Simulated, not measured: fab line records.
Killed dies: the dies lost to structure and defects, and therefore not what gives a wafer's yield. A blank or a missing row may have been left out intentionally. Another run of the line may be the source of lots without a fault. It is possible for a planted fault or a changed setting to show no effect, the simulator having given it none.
Matching of chambers / flow nand_harc / rie_diel-05 running NHARC_P_M2_DESCUM_14: 4 sister chambers
The step chemistry O2, time 3 s. 8 wafers are shown with their chamber, then 7 later ones without.

== WAFERS, EACH WITH ITS CHAMBER ==
wafer=L080.4; chamber=0; drypump_motor_current_A (A)=5.3; oes_product_au (a.u.)=0.987
wafer=L080.5; chamber=2; drypump_motor_current_A (A)=5.7; oes_product_au (a.u.)=0.987
wafer=L080.6; chamber=3; drypump_motor_current_A (A)=6.3; oes_product_au (a.u.)=1.011
wafer=L081.1; chamber=1; drypump_motor_current_A (A)=6.3; oes_product_au (a.u.)=0.977
wafer=L081.2; chamber=0; drypump_motor_current_A (A)=5.2; oes_product_au (a.u.)=0.986
wafer=L081.6; chamber=3; drypump_motor_current_A (A)=6.3; oes_product_au (a.u.)=0.998
wafer=L088.1; chamber=1; drypump_motor_current_A (A)=6.3; oes_product_au (a.u.)=0.965
wafer=L088.3; chamber=2; drypump_motor_current_A (A)=5.7; oes_product_au (a.u.)=1.005

== WAFERS WHOSE CHAMBER IS MISSING ==
wafer=L088.4; drypump_motor_current_A (A)=5.2; oes_product_au (a.u.)=1.019
wafer=L087.3; drypump_motor_current_A (A)=6.3; oes_product_au (a.u.)=1.008
wafer=L087.4; drypump_motor_current_A (A)=5.7; oes_product_au (a.u.)=0.990
wafer=L087.5; drypump_motor_current_A (A)=6.3; oes_product_au (a.u.)=0.961
wafer=L091.1; drypump_motor_current_A (A)=6.3; oes_product_au (a.u.)=0.966
wafer=L091.4; drypump_motor_current_A (A)=5.7; oes_product_au (a.u.)=0.987
wafer=L091.5; drypump_motor_current_A (A)=6.3; oes_product_au (a.u.)=0.993

== WHICH CHAMBER EACH ONE RAN IN ==
wafer=L088.4; from the rows above=0; in truth=0
wafer=L087.3; from the rows above=3; in truth=3
wafer=L087.4; from the rows above=2; in truth=2
wafer=L087.5; from the rows above=1; in truth=1
wafer=L091.1; from the rows above=1; in truth=1
wafer=L091.4; from the rows above=2; in truth=2
wafer=L091.5; from the rows above=can't be placed: 3 or 1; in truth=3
Correctly placed: 6 of 7. Can't be placed from these rows: 1 (the true chamber is among the candidates in 1). Wrongly placed: 0.
How it was worked out, from the rows above alone: a wafer's distance from a chamber is the root of the sum, over the readings, of the square of ((its reading less the chamber's mean) divided by the reading's scatter). The wafer belongs to the nearest chamber; if the next one is less than 2 further off, it can't be placed. For every chamber, the mean is computed from those of its wafers that are shown. How the scatter is found: for the shown wafers, subtract from each reading the mean of its chamber, square and add these, divide the total by (wafers less chambers), then take the root.
